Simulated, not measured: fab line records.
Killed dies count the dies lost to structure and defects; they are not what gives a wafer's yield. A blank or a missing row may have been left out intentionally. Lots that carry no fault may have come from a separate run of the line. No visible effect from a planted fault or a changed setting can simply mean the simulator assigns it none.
Which of the tools did it? :: flow n5-finfet :: 30 wafers from 10 lots sampled at 4 of the route's 1938 steps

== WHAT THE GAUGES SHOWED, per wafer ==
N5_BEOL_M4_RS_MEAS_58: measurement is done with a four-point probe.
lot: L905
measured: day 8 01:22
on: film-metro-02
M4_RS (ohm/sq): 0.709 0.699 0.736

lot: L907
measured: day 8 23:54
on: film-metro-02
M4_RS (ohm/sq): 0.700 0.707 0.716

lot: L908
measured: day 9 00:11
on: film-metro-02
M4_RS (ohm/sq): 0.673 0.650 0.662

lot: L909
measured: day 9 06:05
on: film-metro-01
M4_RS (ohm/sq): 0.690 0.669 0.662

lot: L912
measured: day 9 15:43
on: film-metro-01
M4_RS (ohm/sq): 0.662 0.670 0.684

lot: L911
measured: day 9 15:25
on: film-metro-01
M4_RS (ohm/sq): 0.723 0.696 0.664

lot: L913
measured: day 9 18:59
on: film-metro-01
M4_RS (ohm/sq): 0.664 0.679 0.669

lot: L915
measured: day 11 00:24
on: film-metro-02
M4_RS (ohm/sq): 0.666 0.683 0.675

lot: L917
measured: day 11 00:38
on: film-metro-02
M4_RS (ohm/sq): 0.687 0.664 0.637

lot: L923
measured: day 12 10:34
on: film-metro-02
M4_RS (ohm/sq): 0.730 0.703 0.692

N5_BEOL_M4_RC_MEAS_101.
lot: L905
measured: day 8 01:25
on: prober-02
DIBL_N (mV/V): 37.3 33.5 37.9
DIBL_P (mV/V): 39.2 33.7 38.8
IOFF_N (nA/um): 0.188 0.117 0.207
IOFF_N_85C (nA/um): 3.7 2.5 4.0
IOFF_N_LIN (nA/um): 0.089 0.060 0.096
IOFF_N_LONG (nA/um): 5.7e-05 5.6e-05 5.7e-05
IOFF_P (nA/um): 0.26 0.17 0.27
ION_N (uA/um): 684 662 700
ION_P (uA/um): 476 463 476
SS_N (mV/dec): 70.9 71.1 71.1
SS_P (mV/dec): 74.0 72.5 74.2
VT_N (mV): 245 256 243
VT_N_LONG (mV): 270.5 271.6 273.9
VT_N_LVT (mV): 97 104 94
VT_P (mV): -248 -251 -245

lot: L907
measured: day 8 23:57
on: prober-01
DIBL_N (mV/V): 36.7 37.7 35.7
DIBL_P (mV/V): 38.9 40.2 37.7
IOFF_N (nA/um): 0.176 0.201 0.146
IOFF_N_85C (nA/um): 3.4 3.9 2.9
IOFF_N_LIN (nA/um): 0.081 0.089 0.068
IOFF_N_LONG (nA/um): 5.7e-05 5.7e-05 5.7e-05
IOFF_P (nA/um): 0.28 0.32 0.26
ION_N (uA/um): 693 682 673
ION_P (uA/um): 472 477 470
SS_N (mV/dec): 71.4 72.1 71.0
SS_P (mV/dec): 74.1 74.1 73.2
VT_N (mV): 250 246 252
VT_N_LONG (mV): 272.7 276.1 272.1
VT_N_LVT (mV): 100 98 104
VT_P (mV): -243 -240 -244

lot: L908
measured: day 9 00:14
on: prober-02
DIBL_N (mV/V): 38.4 39.5 36.4
DIBL_P (mV/V): 37.5 39.5 35.9
IOFF_N (nA/um): 0.175 0.193 0.144
IOFF_N_85C (nA/um): 3.3 3.6 2.8
IOFF_N_LIN (nA/um): 0.073 0.084 0.066
IOFF_N_LONG (nA/um): 4.9e-05 5e-05 5e-05
IOFF_P (nA/um): 0.22 0.27 0.20
ION_N (uA/um): 679 685 678
ION_P (uA/um): 461 473 464
SS_N (mV/dec): 72.8 72.2 70.8
SS_P (mV/dec): 73.6 74.4 73.0
VT_N (mV): 251 250 251
VT_N_LONG (mV): 281.3 279.2 279.7
VT_N_LVT (mV): 103 100 102
VT_P (mV): -251 -249 -253

lot: L909
measured: day 9 06:08
on: prober-01
DIBL_N (mV/V): 37.5 37.4 36.8
DIBL_P (mV/V): 36.1 36.3 35.5
IOFF_N (nA/um): 0.193 0.183 0.180
IOFF_N_85C (nA/um): 3.7 3.6 3.5
IOFF_N_LIN (nA/um): 0.091 0.087 0.087
IOFF_N_LONG (nA/um): 6.3e-05 6.2e-05 6.4e-05
IOFF_P (nA/um): 0.24 0.25 0.24
ION_N (uA/um): 691 685 697
ION_P (uA/um): 468 471 476
SS_N (mV/dec): 71.4 70.9 70.6
SS_P (mV/dec): 73.7 73.9 72.9
VT_N (mV): 245 246 245
VT_N_LONG (mV): 269.9 271.3 270.3
VT_N_LVT (mV): 95 96 96
VT_P (mV): -246 -243 -243

lot: L912
measured: day 9 15:46
on: prober-01
DIBL_N (mV/V): 33.7 33.4 31.5
DIBL_P (mV/V): 33.4 32.9 30.3
IOFF_N (nA/um): 0.121 0.111 0.091
IOFF_N_85C (nA/um): 2.5 2.3 1.9
IOFF_N_LIN (nA/um): 0.060 0.055 0.047
IOFF_N_LONG (nA/um): 5.6e-05 5.4e-05 5.6e-05
IOFF_P (nA/um): 0.17 0.15 0.13
ION_N (uA/um): 658 653 647
ION_P (uA/um): 458 450 445
SS_N (mV/dec): 70.6 70.4 70.2
SS_P (mV/dec): 72.8 72.2 72.0
VT_N (mV): 253 254 256
VT_N_LONG (mV): 274.0 274.2 278.1
VT_N_LVT (mV): 102 104 105
VT_P (mV): -255 -253 -257

lot: L911
measured: day 9 15:37
on: prober-02
DIBL_N (mV/V): 37.0 35.2 35.6
DIBL_P (mV/V): 38.7 35.6 36.5
IOFF_N (nA/um): 0.192 0.153 0.159
IOFF_N_85C (nA/um): 3.6 2.9 3.0
IOFF_N_LIN (nA/um): 0.088 0.073 0.075
IOFF_N_LONG (nA/um): 5.5e-05 5.5e-05 5.5e-05
IOFF_P (nA/um): 0.25 0.20 0.21
ION_N (uA/um): 690 680 670
ION_P (uA/um): 467 464 463
SS_N (mV/dec): 71.4 71.2 71.8
SS_P (mV/dec): 73.6 73.2 72.8
VT_N (mV): 248 250 252
VT_N_LONG (mV): 275.0 277.0 272.9
VT_N_LVT (mV): 96 99 98
VT_P (mV): -247 -253 -250

lot: L913
measured: day 9 19:12
on: prober-02
DIBL_N (mV/V): 33.3 36.3 35.0
DIBL_P (mV/V): 32.7 35.2 33.4
IOFF_N (nA/um): 0.107 0.143 0.119
IOFF_N_85C (nA/um): 2.2 2.8 2.4
IOFF_N_LIN (nA/um): 0.054 0.066 0.056
IOFF_N_LONG (nA/um): 5.3e-05 5.4e-05 5.3e-05
IOFF_P (nA/um): 0.16 0.18 0.17
ION_N (uA/um): 663 666 652
ION_P (uA/um): 457 453 448
SS_N (mV/dec): 71.0 71.6 71.0
SS_P (mV/dec): 72.5 73.1 73.6
VT_N (mV): 257 254 255
VT_N_LONG (mV): 276.5 275.1 274.6
VT_N_LVT (mV): 103 100 104
VT_P (mV): -256 -251 -253

lot: L915
measured: day 11 00:27
on: prober-01
DIBL_N (mV/V): 36.1 35.8 35.7
DIBL_P (mV/V): 38.3 37.3 36.3
IOFF_N (nA/um): 0.000 0.000 0.000
IOFF_N_85C (nA/um): 0.0 0.0 0.0
IOFF_N_LIN (nA/um): 0.000 0.000 0.000
IOFF_N_LONG (nA/um): 3.3e-05 3.3e-05 3.3e-05
IOFF_P (nA/um): 0.27 0.27 0.23
ION_N (uA/um): 239 240 238
ION_P (uA/um): 469 474 467
SS_N (mV/dec): 71.6 71.6 71.9
SS_P (mV/dec): 74.0 74.0 72.8
VT_N (mV): 459 453 455
VT_N_LONG (mV): 478.3 479.0 480.1
VT_N_LVT (mV): 304 298 307
VT_P (mV): -243 -244 -248

lot: L917
measured: day 11 00:41
on: prober-02
DIBL_N (mV/V): 33.4 33.7 36.6
DIBL_P (mV/V): 32.2 32.9 37.2
IOFF_N (nA/um): 0.000 0.000 0.000
IOFF_N_85C (nA/um): 0.0 0.0 0.0
IOFF_N_LIN (nA/um): 0.000 0.000 0.000
IOFF_N_LONG (nA/um): 3.3e-05 3.2e-05 3.2e-05
IOFF_P (nA/um): 0.16 0.17 0.23
ION_N (uA/um): 235 235 244
ION_P (uA/um): 449 457 465
SS_N (mV/dec): 71.4 70.6 71.2
SS_P (mV/dec): 71.8 72.4 73.2
VT_N (mV): 459 462 457
VT_N_LONG (mV): 480.2 476.6 476.2
VT_N_LVT (mV): 309 309 301
VT_P (mV): -252 -251 -248

lot: L923
measured: day 12 10:37
on: prober-02
DIBL_N (mV/V): 35.1 35.8 32.7
DIBL_P (mV/V): 34.1 34.5 30.9
IOFF_N (nA/um): 0.127 0.131 0.093
IOFF_N_85C (nA/um): 2.6 2.7 2.0
IOFF_N_LIN (nA/um): 0.061 0.063 0.049
IOFF_N_LONG (nA/um): 5.4e-05 5.3e-05 5.4e-05
IOFF_P (nA/um): 0.16 0.16 0.12
ION_N (uA/um): 657 661 662
ION_P (uA/um): 454 452 448
SS_N (mV/dec): 71.6 71.3 70.3
SS_P (mV/dec): 72.5 72.6 71.9
VT_N (mV): 253 254 259
VT_N_LONG (mV): 274.1 276.9 275.2
VT_N_LVT (mV): 101 101 105
VT_P (mV): -257 -257 -255

== EACH LOT AND THE TOOL THAT RAN IT (in order: tool; ch and the chambers of the sampled wafers; start) ==
lot: L905
N5_BEOL_M1_SPUTTER_81: pvd-sputter-01, day 6 09:31
N5_BEOL_M4_SPUTTER_90: pvd-sputter-03, day 7 23:38

lot: L907
N5_BEOL_M1_SPUTTER_81: pvd-sputter-01, day 7 08:38
N5_BEOL_M4_SPUTTER_90: pvd-sputter-01, day 8 22:10

lot: L908
N5_BEOL_M1_SPUTTER_81: pvd-sputter-02, day 7 11:33
N5_BEOL_M4_SPUTTER_90: pvd-sputter-03, day 8 22:20

lot: L909
N5_BEOL_M1_SPUTTER_81: pvd-sputter-02, day 7 13:26
N5_BEOL_M4_SPUTTER_90: pvd-sputter-02, day 9 04:21

lot: L912
N5_BEOL_M1_SPUTTER_81: pvd-sputter-02, day 8 01:54
N5_BEOL_M4_SPUTTER_90: pvd-sputter-01, day 9 14:01

lot: L911
N5_BEOL_M1_SPUTTER_81: pvd-sputter-01, day 8 02:18
N5_BEOL_M4_SPUTTER_90: pvd-sputter-03, day 9 13:42

lot: L913
N5_BEOL_M1_SPUTTER_81: pvd-sputter-02, day 8 12:06
N5_BEOL_M4_SPUTTER_90: pvd-sputter-03, day 9 17:10

lot: L915
N5_BEOL_M1_SPUTTER_81: pvd-sputter-02, day 9 00:43
N5_BEOL_M4_SPUTTER_90: pvd-sputter-01, day 10 22:29

lot: L917
N5_BEOL_M1_SPUTTER_81: pvd-sputter-02, day 9 11:11
N5_BEOL_M4_SPUTTER_90: pvd-sputter-02, day 10 22:32

lot: L923
N5_BEOL_M1_SPUTTER_81: pvd-sputter-03, day 10 14:11
N5_BEOL_M4_SPUTTER_90: pvd-sputter-01, day 12 07:44
- N5_BEOL_M1_SPUTTER_81: material Cu, target thk 4.5 nm, time 8.29 s.
- N5_BEOL_M4_SPUTTER_90: material Cu, target thk 4.5 nm, time 8.29 s.

== WHAT THE TOOLS THEMSELVES READ (means of the sampled wafers that have a number; where no wafer has one, the mark that the record gives instead) ==
N5_BEOL_M1_SPUTTER_81.
lot: L905
tool: pvd-sputter-01
throttle-valve-pct (%): 29.2

lot: L907
tool: pvd-sputter-01
throttle-valve-pct (%): 29.0

lot: L908
tool: pvd-sputter-02
throttle-valve-pct (%): 30.9

lot: L909
tool: pvd-sputter-02
throttle-valve-pct (%): 30.9

lot: L912
tool: pvd-sputter-02
throttle-valve-pct (%): 30.8

lot: L911
tool: pvd-sputter-01
throttle-valve-pct (%): 29.5

lot: L913
tool: pvd-sputter-02
throttle-valve-pct (%): 30.8

lot: L915
tool: pvd-sputter-02
throttle-valve-pct (%): 30.8

lot: L917
tool: pvd-sputter-02
throttle-valve-pct (%): 30.9

lot: L923
tool: pvd-sputter-03
throttle-valve-pct (%): 29.5

N5_BEOL_M4_SPUTTER_90.
lot: L905
tool: pvd-sputter-03
throttle-valve-pct (%): 29.2

lot: L907
tool: pvd-sputter-01
throttle-valve-pct (%): 28.8

lot: L908
tool: pvd-sputter-03
throttle-valve-pct (%): 28.5

lot: L909
tool: pvd-sputter-02
throttle-valve-pct (%): 31.0

lot: L912
tool: pvd-sputter-01
throttle-valve-pct (%): 30.9

lot: L911
tool: pvd-sputter-03
throttle-valve-pct (%): 29.4

lot: L913
tool: pvd-sputter-03
throttle-valve-pct (%): 29.3

lot: L915
tool: pvd-sputter-01
throttle-valve-pct (%): 28.6

lot: L917
tool: pvd-sputter-02
throttle-valve-pct (%): 30.8

lot: L923
tool: pvd-sputter-01
throttle-valve-pct (%): 29.1

== THE ANSWER, worked out from the rows above alone ==
Rule: the usual values come from the lots themselves. The widest of any qualifying gaps counts: lots, ordered by their means at a reading, are off when they make up no more than a third of the lots, leave a main group of 4 or more, and stand apart from it by 3 or more times the standard deviation of that group's means. A main group whose means are all the same, to the digits that the tables above print for the reading, isn't used. Also off: a lot with no number at a reading for which 4 or more lots have one. All remaining lots with rows at the step are treated as sound. After the gauges, taken in route order, come the tools' own readings; for these a lot's mean is taken, as printed above. At the first step where some lot is off, the reading lying furthest off is the one used; lots without a number count as furthest.
Off: L915, L917, at N5_BEOL_M4_RC_MEAS_101 (VT_N_LVT). The main group: mean 100 mV, standard deviation 2.6.
If a tool, at a process step before that reading, ran all the lots that are off and no sound lot after the first of them, it fits. The gauges at N5_BEOL_M4_RC_MEAS_101 are tried like those tools. One fits: pvd-sputter-02 at N5_BEOL_M1_SPUTTER_81. Its last sound lot is L913 (day 8 12:06), its first lot that is off L915 (day 9 00:43): a fault that began between those two fits.

== WHAT HAD BEEN PUT IN BY THE SIMULATOR ==
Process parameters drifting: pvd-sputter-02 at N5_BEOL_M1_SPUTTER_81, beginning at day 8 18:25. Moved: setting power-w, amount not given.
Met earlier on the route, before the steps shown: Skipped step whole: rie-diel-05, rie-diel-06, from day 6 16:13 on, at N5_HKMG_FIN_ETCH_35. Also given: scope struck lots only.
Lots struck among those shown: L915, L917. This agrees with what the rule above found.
